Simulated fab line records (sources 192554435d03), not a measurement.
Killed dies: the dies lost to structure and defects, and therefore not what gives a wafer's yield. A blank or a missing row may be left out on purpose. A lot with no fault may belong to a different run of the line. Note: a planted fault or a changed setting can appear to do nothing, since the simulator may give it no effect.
Matching of chambers ; flow n5Finfet ; N5_HKMG_FIN_STRIP_90 on rieDiel-04: 4 sister chambers
The step strips SOC in N2/H2, time 20 s. 24 wafers are shown with their chamber, then 12 later ones without.

== EACH WAFER AND ITS CHAMBER ==
wafer;chamber;drypumpMotorCurrentA (A);throttleValvePct (%);showerheadPlenumPTorr (Torr)
L074.2;0;5.4;18.5;3.42
L074.3;2;5.9;19.3;3.41
L074.4;3;5.6;19.0;3.45
L076.3;1;6.0;18.4;3.43
L076.5;0;5.5;18.5;3.42
L076.6;3;5.6;19.0;3.45
L078.1;1;6.0;18.4;3.43
L078.4;0;5.4;18.5;3.42
L078.5;0;5.4;18.5;3.42
L081.3;3;5.6;19.0;3.44
L081.5;0;5.5;18.6;3.41
L081.6;3;5.6;19.0;3.44
L082.1;1;6.0;18.4;3.43
L082.4;0;5.5;18.6;3.41
L082.6;1;6.0;18.4;3.43
L084.1;0;5.4;18.6;3.41
L084.2;2;5.9;19.3;3.40
L084.6;1;6.0;18.4;3.42
L087.1;3;5.6;18.6;3.44
L087.2;0;5.4;18.6;3.41
L087.3;2;5.9;19.3;3.40
L087.4;1;6.0;18.4;3.42
L087.5;0;5.4;18.6;3.41
L087.6;1;6.0;18.4;3.42

SIGNATURES (averages over the wafers above)
reading;chamber 0;chamber 1;chamber 2;chamber 3;scatter within a chamber
drypumpMotorCurrentA;5.433;6.000;5.900;5.600;0.0316
throttleValvePct;18.556;18.400;19.300;18.920;0.0867
showerheadPlenumPTorr;3.4144;3.4257;3.4033;3.4440;0.00539
Rule: a wafer lies at a distance from a chamber equal to the root of the sum of squares, over the readings, of (its reading less the chamber's mean, divided by the reading's scatter). If the next closest chamber is less than 2 further off than the closest, the wafer can't be placed; otherwise it belongs to the closest. The scatter: take each reading less its chamber's mean, square it, sum over the shown wafers, divide by the number of wafers less the number of chambers, and take the root.

== WAFERS WHOSE CHAMBER IS MISSING ==
wafer;drypumpMotorCurrentA (A);throttleValvePct (%);showerheadPlenumPTorr (Torr)
L089.1;6.0;18.4;3.42
L089.4;5.4;18.6;3.40
L089.6;6.0;18.4;3.42
L093.1;5.9;19.3;3.39
L093.5;6.0;18.4;3.41
L093.6;5.6;18.6;3.43
L094.1;5.5;18.6;3.40
L094.2;5.9;19.3;3.39
L094.3;5.6;18.6;3.43
L094.4;6.0;18.5;3.41
L094.5;5.6;18.6;3.43
L094.6;5.5;18.6;3.40

== WHICH CHAMBER EACH ONE RAN IN ==
wafer;from the rows above;in truth
L089.1;1;1
L089.4;0;0
L089.6;1;1
L093.1;2;2
L093.5;1;1
L093.6;can't be placed: 3 or 0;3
L094.1;0;0
L094.2;2;2
L094.3;can't be placed: 3 or 0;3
L094.4;1;1
L094.5;can't be placed: 3 or 0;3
L094.6;0;0
Correct placement for 9 of the 12. Unplaceable from these rows: 3, with the true chamber sitting among the candidates in 3. Number placed wrongly: 0.
